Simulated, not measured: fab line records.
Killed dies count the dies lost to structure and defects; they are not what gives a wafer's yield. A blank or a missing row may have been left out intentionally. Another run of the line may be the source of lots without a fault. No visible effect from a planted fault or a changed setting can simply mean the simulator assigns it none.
A struck lot beside a sound one -- flow n5 finfet -- 36 steps out of a route of 1938
Sound: these wafers, L704.2, L704.3, L704.5. Struck: wafer L699.4 (left out: L699.2, L699.5 of the same lot, which were not struck); the cause appears at the end.
Order at every step that has rows: each side's tool, ch and its chambers, its first start. Under that, the readings that differ: sound wafers -- struck wafers -- difference of the means -- sigmas: that difference in standard deviations of wafers without a fault.
alike: readings whose means differ by less than 2 such deviations, and words and numbers that are the same on both sides. not compared: withheld readings, readings that some wafer has no value for, bounds like >300 that may hide the same value, and numbers for which the record gives no deviation and whose values overlap.
A row with sigmas, a row that says differs or no value, or rows on one side alone: a step with any of these is where the two part. When numbers do not overlap yet have no deviation, they are printed without sigmas and do not part them. Lack of a reading on every wafer of one side parts them only where that side has two or more wafers.

first, 9 steps without rows for these wafers: N5_BEOL_M12_PRE_CLEAN_42 (time 30 s); N5_BEOL_M12_SPUTTER_43 (material TaN, target thk 15 nm, time 24.19 s); N5_BEOL_M12_SPUTTER_44 (material Ta, target thk 10 nm, time 16.13 s); N5_BEOL_M12_SPUTTER_45 (material Cu, target thk 80 nm, time 13.33 s); N5_BEOL_M12_ECD_47 (material Cu, target thk 720 nm); N5_BEOL_M12_ANNEAL_48 (time 90 s); N5_BEOL_M12_CMP_49 (polishes, stops on SiOC, t overpolish 20.6 s, target thk 320 nm); N5_BEOL_M12_PRE_CLEAN_52 (time 15 s); N5_BEOL_M12_DEP_53 (deposits SiCN from 3MS/NH3, target thk 30 nm, time 10.5 s).
N5_BEOL_M13_ILD_DEP_00: deposits SiOC from DEMS/O2, target thk 837.92 nm, time 166.4 s.
  sound on pecvd-04 ch 0,1,2, day 16 08:03; struck on pecvd-02 ch 0, day 14 14:37
reading,sound,struck,difference,sigmas
model.SiOC_of_BEOL_M13_ILD_DEP_00.thk nm (nm),846 836.2 844.8,778.4,-63.9,
  alike: heater power w, showerhead plenum p Torr, throttle valve pct
N5_BEOL_M13_THK_MEAS_01:
  sound on film metro-01, day 16 08:12; struck on film metro-02, day 14 14:46
reading,sound,struck,difference,sigmas
M13_ILD_THK (nm),846 836 845,779,-63,-6
then, 10 steps without rows for these wafers: N5_BEOL_M13_COAT_58 (time 60 s, resist thk 89 nm); N5_BEOL_M13_COAT_04 (resist thk 400 nm); N5_BEOL_M13_EBR_06; N5_BEOL_M13_SOFTBAKE_05 (time 60 s); N5_BEOL_M13_EXPOSE_07 (exposes mask V12); N5_BEOL_M13_PEB_08 (peb time 90 s); N5_BEOL_M13_DEVELOP_09 (develop time 45 s); N5_BEOL_M13_HARDBAKE_14 (time 120 s); N5_BEOL_M13_DESCUM_15 (chemistry O2, time 7.9 s); N5_BEOL_M13_ETCH_59 (etches BARC in N2/H2, target depth 89 nm, overetch 26.7 nm, time 67.9 s).
N5_BEOL_M13_VIA_ETCH_16: etches SiOC in C4F8/O2/Ar, target depth 921.7 nm.
  sound on rie diel-01 ch 0,1,2, day 16 08:41; struck on rie diel-01 ch 2, day 14 15:26
reading,sound,struck,difference,sigmas
model.etch.depth nm (nm),846 836.3 844.8,778.4,-64.0,
model.coat_of_BEOL_M13_COAT_04.thk nm (nm),67 71.6 68.4,88,+19,
  alike: drypump motor current A, oes product au, rf vpp V, showerhead plenum p Torr, throttle valve pct
N5_BEOL_M13_STRIP_63: strips in N2/H2.
  sound on plasma asher-02 ch 0, day 16 08:55; struck on plasma asher-01 ch 0, day 14 15:41
reading,sound,struck,difference,sigmas
drypump motor current A (A),5.24 5.23 5.24,5.83,+0.59,+3
strip time to endpoint s (s),26.7 28.2 27.2,32.9,+5.5,+6
  alike: heater power w, oes product au
  not compared: rf hours counter h
then, 12 steps without rows for these wafers: N5_BEOL_M13_STRIP_64 (strips in N2/H2); N5_BEOL_M13_STRIP_71 (strips in post etch residue remover, time 60 s); N5_BEOL_M13_SRD_72 (time 30 s, dry time 30 s); N5_BEOL_M13_COAT_65 (time 60 s, resist thk 350 nm); N5_BEOL_M13_COAT_66 (time 60 s, resist thk 110 nm); N5_BEOL_M13_COAT_22 (resist thk 300 nm); N5_BEOL_M13_EBR_24; N5_BEOL_M13_SOFTBAKE_23 (time 60 s); N5_BEOL_M13_EXPOSE_25 (exposes mask M13, target cd 210 nm); N5_BEOL_M13_PEB_26 (peb time 90 s); N5_BEOL_M13_DEVELOP_27 (develop time 45 s); N5_BEOL_M13_HARDBAKE_32 (time 120 s).
N5_BEOL_M13_CMP_49: polishes, stops on SiOC, t overpolish 17.1 s, target thk 420 nm.
  sound on cmp-04 ch 0,2, day 16 14:38; struck on cmp-02 ch 1, day 14 20:43
reading,sound,struck,difference,sigmas
model.SiOC_of_BEOL_M13_ILD_DEP_00.thk nm (nm),787.8 777.8 786.2,719.8,-64.1,
  alike: edge zone pressure frac, head pressure psi, motor current A

## WHERE THEY PART
First at N5_BEOL_M13_THK_MEAS_01; last, within this record, at N5_BEOL_M13_STRIP_63. Later steps at which nothing parts them and some readings are alike: N5_BEOL_M13_CMP_49.

WHY: what the simulator had put in
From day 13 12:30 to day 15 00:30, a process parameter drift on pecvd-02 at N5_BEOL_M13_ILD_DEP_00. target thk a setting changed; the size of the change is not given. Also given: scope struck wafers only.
